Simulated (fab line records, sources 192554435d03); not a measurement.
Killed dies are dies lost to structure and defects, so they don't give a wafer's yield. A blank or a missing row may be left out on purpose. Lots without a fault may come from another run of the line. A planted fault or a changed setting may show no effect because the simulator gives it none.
One fault seen from 2 desks | flow n5_finfet | each desk has only its own numbers; what lay behind them comes last

THE METROLOGY DESK
What the gauges read, lot by lot, whatever tool the lot ran on: means of the sampled wafers that have a number. A lot is out of limits, marked OUT, if its mean lies more than 4 standard deviations from the usual mean; the brackets give that distance.
Columns: A = cd_nm at N5_BEOL_M10_CD_MEAS_18, usual 70.0 nm
lot  | first seen here | A
L687 | day 9 22:52     | 70.2
L688 | day 10 19:07    | 69.2
L692 | day 11 05:59    | 70.1
L690 | day 11 08:56    | 70.2
L693 | day 11 16:55    | 69.7
L696 | day 12 19:52    | 69.9
L697 | day 13 05:27    | 69.7
L698 | day 13 13:22    | 69.6
L700 | day 13 16:37    | 70.5
L709 | day 15 19:07    | 70.0
This desk's finding: nothing out of limits on any of the 10 lots.

THE TOOL OWNER'S DESK: rie_diel-05
The tool's own readings at N5_BEOL_M10_ETCH_41 (etches SiCN in CH3F/O2, target depth 42.6 nm, time 86 s): means of the sampled wafers that have a number, for each lot that ran on this tool. A lot is out of limits, marked OUT, if its mean lies more than 4 standard deviations from the usual mean; the brackets give that distance.
Columns: A = drypump_motor_current_A at N5_BEOL_M10_ETCH_41, usual 5.7 A; B = oes_product_au at N5_BEOL_M10_ETCH_41, usual 0.80 a.u.; C = rf_vpp_V at N5_BEOL_M10_ETCH_41, usual 297.7 V; D = showerhead_plenum_p_Torr at N5_BEOL_M10_ETCH_41, usual 2.02 Torr; E = throttle_valve_pct at N5_BEOL_M10_ETCH_41, usual 16.29 %
lot  | first seen here | A   | B    | C     | D    | E
L692 | day 11 07:20    | 5.6 | 0.86 | 299.7 | 2.06 | 16.07
L690 | day 11 11:48    | 5.3 | 0.78 | 297.7 | 2.01 | 16.31
L698 | day 13 15:14    | 5.6 | 0.79 | 296.9 | 1.98 | 16.15
L709 | day 15 20:17    | 4.9 | 1.12 | 297.5 | 2.05 | 16.06
This desk's finding: nothing out of limits on any of the 4 lots.

PUT TOGETHER
The metrology desk saw nothing out of limits.
The tool owner's desk saw nothing out of limits.

WHAT THE SIMULATOR HAD PUT IN
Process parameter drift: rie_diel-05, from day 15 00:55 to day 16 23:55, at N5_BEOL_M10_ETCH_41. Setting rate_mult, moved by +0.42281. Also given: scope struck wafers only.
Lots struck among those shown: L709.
